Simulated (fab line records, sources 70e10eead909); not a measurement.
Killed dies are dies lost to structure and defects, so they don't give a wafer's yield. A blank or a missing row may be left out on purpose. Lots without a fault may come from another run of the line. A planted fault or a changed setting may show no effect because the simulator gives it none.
Chamber matching | flow nand_harc | NHARC_A_CONTACT_ETCH_77 on rie_diel-02: 4 sister chambers
The step etches the open film in CF4/CHF3, target depth 72.6 nm, time 36.3 s. 4 wafers are shown with their chamber, then 8 later ones without.

WAFERS WITH THEIR CHAMBER
wafer  | chamber | showerhead_plenum_p_Torr (Torr)
L441.1 | 1       | 1.65
L437.3 | 2       | 1.52
L437.4 | 0       | 1.55
L442.2 | 3       | 1.51

WAFERS WITHOUT THEIR CHAMBER
wafer  | showerhead_plenum_p_Torr (Torr)
L442.3 | 1.52
L442.6 | 1.65
L440.2 | 1.54
L440.3 | 1.65
L440.6 | 1.52
L443.1 | 1.65
L443.2 | 1.54
L443.3 | 1.51

WHICH CHAMBER EACH WENT THROUGH
wafer  | from the rows above | in truth
L442.3 | 2                   | 2
L442.6 | 1                   | 1
L440.2 | 0                   | 0
L440.3 | 1                   | 1
L440.6 | 2                   | 2
L443.1 | 1                   | 1
L443.2 | 0                   | 0
L443.3 | 3                   | 3
Placed correctly: 8 of 8. Can't be placed from these rows: 0. Placed wrongly: 0.
How it was worked out, from the rows above alone: a wafer's distance from a chamber is the root of the sum, over the readings, of the square of ((its reading less the chamber's mean) divided by the reading's scatter). The wafer belongs to the nearest chamber; if the next one is less than 2 further off, it can't be placed. A chamber's mean is the mean of its shown wafers. The scatter: with one shown wafer a chamber, the root of the mean of the squares of how far each hidden wafer lies from its nearest shown one.
